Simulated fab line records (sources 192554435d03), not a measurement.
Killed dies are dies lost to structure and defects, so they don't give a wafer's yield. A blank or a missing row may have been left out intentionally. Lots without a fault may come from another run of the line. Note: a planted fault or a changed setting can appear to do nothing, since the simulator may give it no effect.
Matching of chambers | flow n5-finfet | 4 sister chambers for N5_BEOL_M13_VIA_ETCH_16 on rie-diel-01
The step etches SiOC in C4F8/O2/Ar, target depth 921.7 nm. 4 wafers are shown with their chamber, then 10 later ones without.

== WAFERS WITH THEIR CHAMBER ==
wafer  | chamber | drypump-motor-current-A (A)
L087.4 | 1       | 5.3
L087.5 | 3       | 6.1
L091.1 | 2       | 6.1
L091.3 | 0       | 6.4

== WAFERS MISSING THEIR CHAMBER ==
wafer  | drypump-motor-current-A (A)
L091.6 | 6.4
L094.1 | 6.0
L094.2 | 6.4
L094.5 | 5.3
L096.1 | 6.4
L096.2 | 6.0
L096.6 | 5.3
L095.1 | 5.3
L095.2 | 6.4
L095.5 | 5.3

== THE CHAMBER EACH PASSED THROUGH ==
wafer  | from the rows above     | in truth
L091.6 | 0                       | 0
L094.1 | can't be placed: 2 or 3 | 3
L094.2 | 0                       | 0
L094.5 | 1                       | 1
L096.1 | 0                       | 0
L096.2 | can't be placed: 2 or 3 | 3
L096.6 | 1                       | 1
L095.1 | 1                       | 1
L095.2 | 0                       | 0
L095.5 | 1                       | 1
8 of 10 placed correctly. Unplaceable from these rows: 2, with the true chamber sitting among the candidates in 2. 0 placed wrongly.
How it was worked out, from the rows above alone: a wafer's distance from a chamber is the root of the sum, over the readings, of the square of ((its reading less the chamber's mean) divided by the reading's scatter). The wafer belongs to the nearest chamber; if the next one is less than 2 further off, it can't be placed. A chamber's mean is the mean of its shown wafers. The scatter: root of mean squared gap, hidden wafer to nearest shown wafer, with one shown wafer a chamber.
